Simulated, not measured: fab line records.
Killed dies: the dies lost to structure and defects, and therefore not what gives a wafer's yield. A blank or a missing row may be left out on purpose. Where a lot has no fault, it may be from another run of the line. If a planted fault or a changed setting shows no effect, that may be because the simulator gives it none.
Split-lot experiment :: flow n5 finfet :: route with 1938 steps; 7 lots, 21 wafers read

## THE SPLIT
At N5_BEOL_M3_COAT_22 (resist thk 30 nm), the setting spin rpm was moved away from the recipe's 1500 rpm on 8 of the 21 wafers read, by -7.9% to +8.8%. For the rest of the wafers, this setting stayed at what the recipe calls for.

## FROM THE SPLIT TO THE READING: what the file shows between them, 4 steps
- N5_BEOL_M3_EBR_24
- N5_BEOL_M3_SOFTBAKE_23: time 60 s
- N5_BEOL_M3_EXPOSE_25: exposes mask V2, defocus 5 nm
- N5_BEOL_M3_PEB_26: peb time 60 s

## THE READING
CAR-EUV_of_BEOL_M3_COAT_22.thk nm (the simulator's own value, which no gauge read), in nm, at N5_BEOL_M3_DEVELOP_27 (develop time 30 s). There is no usual value for it anywhere in the file. Across the 13 wafers here that went through the recipe, the average is 29.6 nm and the standard deviation 0.11 nm.

wafer: L074.3
tool, chamber at the split: litho track-05, 0
spin rpm as run, rpm: 1544
against the recipe: +2.9%
CAR-EUV_of_BEOL_M3_COAT_22.thk nm, nm: 29
against lot-mates on the recipe: -0.6

wafer: L074.4
tool, chamber at the split: litho track-05, 0
spin rpm as run, rpm: 1544
against the recipe: +2.9%
CAR-EUV_of_BEOL_M3_COAT_22.thk nm, nm: 29.2
against lot-mates on the recipe: -0.4

wafer: L074.6
tool, chamber at the split: litho track-05, 0
spin rpm as run, rpm: 1500
against the recipe: recipe
CAR-EUV_of_BEOL_M3_COAT_22.thk nm, nm: 29.6
against lot-mates on the recipe: -

wafer: L083.2
tool, chamber at the split: litho track-05, 0
spin rpm as run, rpm: 1500
against the recipe: recipe
CAR-EUV_of_BEOL_M3_COAT_22.thk nm, nm: 29.6
against lot-mates on the recipe: -

wafer: L083.3
tool, chamber at the split: litho track-05, 0
spin rpm as run, rpm: 1500
against the recipe: recipe
CAR-EUV_of_BEOL_M3_COAT_22.thk nm, nm: 29.6
against lot-mates on the recipe: -

wafer: L083.6
tool, chamber at the split: litho track-05, 0
spin rpm as run, rpm: 1632
against the recipe: +8.8%
CAR-EUV_of_BEOL_M3_COAT_22.thk nm, nm: 28.4
against lot-mates on the recipe: -1.2

wafer: L084.1
tool, chamber at the split: litho track-02, 0
spin rpm as run, rpm: 1500
against the recipe: recipe
CAR-EUV_of_BEOL_M3_COAT_22.thk nm, nm: 29.4
against lot-mates on the recipe: -

wafer: L084.2
tool, chamber at the split: litho track-02, 0
spin rpm as run, rpm: 1500
against the recipe: recipe
CAR-EUV_of_BEOL_M3_COAT_22.thk nm, nm: 29.4
against lot-mates on the recipe: -

wafer: L084.5
tool, chamber at the split: litho track-02, 0
spin rpm as run, rpm: 1500
against the recipe: recipe
CAR-EUV_of_BEOL_M3_COAT_22.thk nm, nm: 29.4
against lot-mates on the recipe: -

wafer: L085.1
tool, chamber at the split: litho track-05, 0
spin rpm as run, rpm: 1392
against the recipe: -7.2%
CAR-EUV_of_BEOL_M3_COAT_22.thk nm, nm: 30.8
against lot-mates on the recipe: +1.0

wafer: L085.6
tool, chamber at the split: litho track-05, 0
spin rpm as run, rpm: 1392
against the recipe: -7.2%
CAR-EUV_of_BEOL_M3_COAT_22.thk nm, nm: 30.8
against lot-mates on the recipe: +1.0

wafer: L085.2
tool, chamber at the split: litho track-05, 0
spin rpm as run, rpm: 1500
against the recipe: recipe
CAR-EUV_of_BEOL_M3_COAT_22.thk nm, nm: 29.8
against lot-mates on the recipe: -

wafer: L089.1
tool, chamber at the split: litho track-05, 0
spin rpm as run, rpm: 1415
against the recipe: -5.7%
CAR-EUV_of_BEOL_M3_COAT_22.thk nm, nm: 30.6
against lot-mates on the recipe: +1.0

wafer: L089.4
tool, chamber at the split: litho track-05, 0
spin rpm as run, rpm: 1415
against the recipe: -5.7%
CAR-EUV_of_BEOL_M3_COAT_22.thk nm, nm: 30.6
against lot-mates on the recipe: +1.0

wafer: L089.2
tool, chamber at the split: litho track-05, 0
spin rpm as run, rpm: 1500
against the recipe: recipe
CAR-EUV_of_BEOL_M3_COAT_22.thk nm, nm: 29.6
against lot-mates on the recipe: -

wafer: L092.2
tool, chamber at the split: litho track-01, 0
spin rpm as run, rpm: 1381
against the recipe: -7.9%
CAR-EUV_of_BEOL_M3_COAT_22.thk nm, nm: 31
against lot-mates on the recipe: +1.4

wafer: L092.4
tool, chamber at the split: litho track-01, 0
spin rpm as run, rpm: 1500
against the recipe: recipe
CAR-EUV_of_BEOL_M3_COAT_22.thk nm, nm: 29.6
against lot-mates on the recipe: -

wafer: L092.6
tool, chamber at the split: litho track-01, 0
spin rpm as run, rpm: 1500
against the recipe: recipe
CAR-EUV_of_BEOL_M3_COAT_22.thk nm, nm: 29.6
against lot-mates on the recipe: -

wafer: L096.2
tool, chamber at the split: litho track-05, 0
spin rpm as run, rpm: 1500
against the recipe: recipe
CAR-EUV_of_BEOL_M3_COAT_22.thk nm, nm: 29.6
against lot-mates on the recipe: -

wafer: L096.4
tool, chamber at the split: litho track-05, 0
spin rpm as run, rpm: 1500
against the recipe: recipe
CAR-EUV_of_BEOL_M3_COAT_22.thk nm, nm: 29.6
against lot-mates on the recipe: -

wafer: L096.5
tool, chamber at the split: litho track-05, 0
spin rpm as run, rpm: 1500
against the recipe: recipe
CAR-EUV_of_BEOL_M3_COAT_22.thk nm, nm: 29.6
against lot-mates on the recipe: -

THE FIT
A straight line over all 21 wafers: CAR-EUV_of_BEOL_M3_COAT_22.thk nm changes by -0.163 nm for each +1% of spin rpm; r = -0.98; the points scatter about the line by 0.12 nm.
The same after taking each lot's own level away (the mean of its wafers on the recipe; 21 wafers): -0.154 nm for each +1%; r = -0.99; scatter 0.084 nm.
On that fit, the largest move of spin rpm shifts the reading by 1.4 nm.
Across the lots, their own levels run from 29.40 to 29.80 nm, a range of 3.8 times the standard deviation given above.
Consequently the slope shifts little with the lot-to-lot level, the two slopes agreeing.
Check: for one of the wafers moved furthest among these (+8.8%), held out of the fit, the line's prediction against its lot-mates is -1.42 nm. It came out at -1.2 nm against them.

## THE OTHER SPLITS THESE WAFERS WENT THROUGH
Before the reading, these wafers also passed through other splits. Each is held against what the fit with the lots' levels taken away leaves over:
other split on the same wafers: N5_BEOL_M3_COAT_61 spin rpm
wafers away from the commonest value: 8
r with CAR-EUV_of_BEOL_M3_COAT_22.thk nm (lot level and that fit taken away): -0.17

other split on the same wafers: N5_BEOL_M3_COAT_67 spin rpm
wafers away from the commonest value: 4
r with CAR-EUV_of_BEOL_M3_COAT_22.thk nm (lot level and that fit taken away): +0.15

## THE WHOLE CHAIN: every reading that the file lists as answering this split, in the file's order
step: N5_BEOL_M3_COAT_22
what it does: resist thk 30 nm
reading: CAR-EUV_of_BEOL_M3_COAT_22.thk nm (the simulator's own value, which no gauge read)
change (the file's fit): -0.158 nm for each +1% of the setting
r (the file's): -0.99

step: N5_BEOL_M3_DEVELOP_27
what it does: develop time 30 s
reading: CAR-EUV_of_BEOL_M3_COAT_22.thk nm (the simulator's own value, which no gauge read)
change (the file's fit): -0.155 nm for each +1% of the setting
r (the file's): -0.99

## THE FILE'S OWN FIT
CAR-EUV_of_BEOL_M3_COAT_22.thk nm changes by -0.155 nm for each +1% of spin rpm, r = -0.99.
